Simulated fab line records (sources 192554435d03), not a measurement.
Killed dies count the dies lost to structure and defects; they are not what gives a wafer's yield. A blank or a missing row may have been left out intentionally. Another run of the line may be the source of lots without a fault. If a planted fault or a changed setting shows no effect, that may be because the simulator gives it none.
Chamber matching ; flow n5-finfet ; N5_BEOL_M0_ETCH_138 on rie-diel-06: 4 sister chambers
The step etches SiCN in CH3F/O2, target depth 12 nm, time 31.6 s. 22 wafers are shown with their chamber, then 11 later ones without.

WAFERS PAIRED WITH THEIR CHAMBERS
wafer;chamber;drypump-motor-current-A (A);throttle-valve-pct (%);showerhead-plenum-p-Torr (Torr)
L075.1;3;6.2;16.41;1.93
L075.4;1;6.0;16.44;2.00
L075.5;3;6.2;16.40;1.93
L079.2;3;6.2;16.43;1.93
L079.4;3;6.2;16.41;1.93
L079.5;0;5.8;16.12;1.96
L081.1;1;6.0;16.46;1.99
L081.3;0;5.8;16.14;1.96
L081.5;2;5.9;15.83;1.97
L084.2;0;5.8;16.14;1.96
L084.3;2;5.9;15.84;1.96
L084.6;2;5.9;15.86;1.96
L085.1;3;6.2;16.41;1.92
L085.5;0;5.8;16.14;1.96
L085.6;1;6.0;16.48;1.99
L086.1;2;5.9;15.85;1.96
L086.2;1;5.9;16.49;1.99
L086.3;3;6.2;16.43;1.92
L088.2;2;5.9;15.89;1.96
L088.3;1;6.0;16.50;1.99
L088.5;2;5.9;15.85;1.96
L091.2;3;6.2;16.46;1.92

SIGNATURES (averages over the wafers above)
reading;chamber 0;chamber 1;chamber 2;chamber 3;scatter within a chamber
drypump-motor-current-A;5.800;5.980;5.900;6.200;0.0211
throttle-valve-pct;16.1350;16.4740;15.8533;16.4214;0.0201
showerhead-plenum-p-Torr;1.9600;1.9920;1.9617;1.9257;0.00431
Rule: a wafer lies at a distance from a chamber equal to the root of the sum of squares, over the readings, of (its reading less the chamber's mean, divided by the reading's scatter). The wafer belongs to the nearest chamber; if the next one is less than 2 further off, it can't be placed. The scatter is the square root of a quotient: the sum, over the shown wafers, of each reading's squared deviation from its chamber's mean, divided by wafers minus chambers.

WAFERS WITH NO CHAMBER GIVEN
wafer;drypump-motor-current-A (A);throttle-valve-pct (%);showerhead-plenum-p-Torr (Torr)
L091.4;5.9;15.88;1.96
L091.5;6.0;16.51;1.99
L092.2;6.2;16.45;1.92
L092.3;5.9;15.89;1.96
L092.5;6.0;16.50;1.98
L093.1;6.2;16.47;1.92
L093.3;5.8;16.18;1.95
L093.6;6.0;16.53;1.98
L097.1;6.2;16.50;1.91
L097.2;5.9;15.92;1.95
L097.3;5.8;16.21;1.95

THE CHAMBER EACH PASSED THROUGH
wafer;from the rows above;in truth
L091.4;2;2
L091.5;1;1
L092.2;3;3
L092.3;2;2
L092.5;1;1
L093.1;3;3
L093.3;0;0
L093.6;1;1
L097.1;3;3
L097.2;2;2
L097.3;0;0
Correct placement for 11 of the 11. Can't be placed from these rows: 0. Wrongly placed: 0.
